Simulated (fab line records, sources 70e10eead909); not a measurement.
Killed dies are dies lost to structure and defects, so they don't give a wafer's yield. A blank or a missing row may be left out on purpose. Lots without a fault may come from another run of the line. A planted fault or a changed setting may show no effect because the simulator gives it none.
A struck lot beside a sound one | flow nand_harc | 18 steps out of a route of 1302
Sound: wafers L702.1, L702.4, L702.6. Struck: wafer L712.4. The cause comes at the end.
At each step with rows: each side's tool, then ch and its chambers, then its first start. Under that, the readings that differ: sound wafers | struck wafers | difference of the means | sigmas: that difference in standard deviations of wafers without a fault.
alike: readings whose means differ by less than 2 such deviations, and words and numbers that are the same on both sides. not compared: withheld readings, readings that some wafer has no value for, bounds like >300 that may hide the same value, and numbers for which the record gives no deviation and whose values overlap.
The two part at a step that has a row with sigmas, a row that says differs or no value, or rows on one side only. Numbers that don't overlap but have no deviation are shown without sigmas and don't part them. A reading that every wafer of one side lacks parts them only if that side has two wafers or more.

NHARC_P_CONTACT_INSPECT_14:
  sound on defect_inspect-02, day 7 18:55; struck on defect_inspect-01, day 11 22:56
  alike: raw_defect_count
NHARC_P_CONTACT_DESCUM_17: chemistry O2, time 3 s.
  sound on rie_diel-11 ch 0,2, day 7 18:59; struck on rie_diel-07 ch 1, day 11 23:01
  reading      | sound          | struck | difference | sigmas
  rf_vpp_V (V) | 57.4 56.4 56.3 | 59.8   | +3.1       | +4
  alike: drypump_motor_current_A, oes_product_au, showerhead_plenum_p_Torr, throttle_valve_pct
  not compared: rf_hours_counter_h
NHARC_P_CONTACT_ETCH_35: etches the open film in CF4, target depth 39 nm, time 65 s.
  sound on rie_diel-11 ch 1,2,3, day 7 19:04; struck on rie_diel-07 ch 3, day 11 23:06
  reading                     | sound       | struck | difference | sigmas
  drypump_motor_current_A (A) | 5.4 6.1 5.4 | 6.5    | +0.9       | +2
  alike: oes_product_au, rf_vpp_V, showerhead_plenum_p_Torr, throttle_valve_pct
  not compared: rf_hours_counter_h
then, 4 steps without rows for these wafers: NHARC_P_CONTACT_ETCH_36 (etches the open film in N2/H2, target depth 260 nm, time 406.25 s); NHARC_P_CONTACT_ETCH_18 (etches the open film in C4F8/O2/Ar, target depth 481 nm, time 240.5 s); NHARC_P_CONTACT_STRIP_37 (strips in C4F8/O2/Ar); NHARC_P_CONTACT_ETCH_31 (etches the open film in CH3F/O2, target depth 30 nm, time 85.7 s).
NHARC_P_CONTACT_CD_MEAS_19:
  sound on cd_sem-03, day 7 19:50; struck on cd_sem-03, day 11 23:53
  alike: cd_nm
NHARC_P_CONTACT_STRIP_28: strips in O2.
  sound on rie_diel-07 ch 1,3, day 7 19:56; struck on rie_diel-08 ch 0, day 11 23:58
  alike: drypump_motor_current_A, oes_product_au, rf_vpp_V, showerhead_plenum_p_Torr, throttle_valve_pct
  not compared: rf_hours_counter_h
then, 3 steps without rows for these wafers: NHARC_P_CONTACT_STRIP_29 (strips in post etch residue remover, time 1200 s); NHARC_P_CONTACT_DEGAS_38 (time 60 s); NHARC_P_CONTACT_PRE_CLEAN_39 (time 19.5 s).
NHARC_P_CONTACT_PVD_32: deposits Ti, target thk 5 nm, time 17.7 s.
  sound on pvd_sputter-03, day 7 20:41; struck on pvd_sputter-03, day 12 00:43
  alike: cathode_dc_power_W, throttle_valve_pct
NHARC_P_CONTACT_ALD_22: deposits TiN, target thk 3 nm, pulse time 1 s, ald cycles 150.
  sound on ald_metal-01 ch 1,2,3, day 7 20:51; struck on ald_metal-02 ch 3, day 12 00:52
  alike: heater_power_w, precursor_pulse_height_rel
then, 1 step without rows for these wafers: NHARC_P_CONTACT_CVD_23 (deposits W, target thk 200 nm, time 557 s).
NHARC_P_CONTACT_CMP_24: polishes, t overpolish 30 s, target thk 200 nm.
  sound on cmp-02 ch 0,1,3, day 7 21:41; struck on cmp-01 ch 3, day 12 01:44
  alike: motor_current_A, overpolish_run_s, slurry_filter_dp_kPa, time_to_endpoint_s
then, 1 step without rows for these wafers: NHARC_P_CONTACT_SRD_26.
-- the record jumps here: 22 days lie between the struck wafers' starts before and after (it left off in module P_CONTACT and takes up again in module END, whose first step shown is number 1302 of the route) --
NHARC_END_SORT_01:
  the record has rows for the struck wafers here (prober-01 ch 0, day 34 00:20) and none for the sound ones

WHERE THEY PART
First at NHARC_P_CONTACT_DESCUM_17; last, within this record, at NHARC_END_SORT_01.

WHY: what the simulator had put in
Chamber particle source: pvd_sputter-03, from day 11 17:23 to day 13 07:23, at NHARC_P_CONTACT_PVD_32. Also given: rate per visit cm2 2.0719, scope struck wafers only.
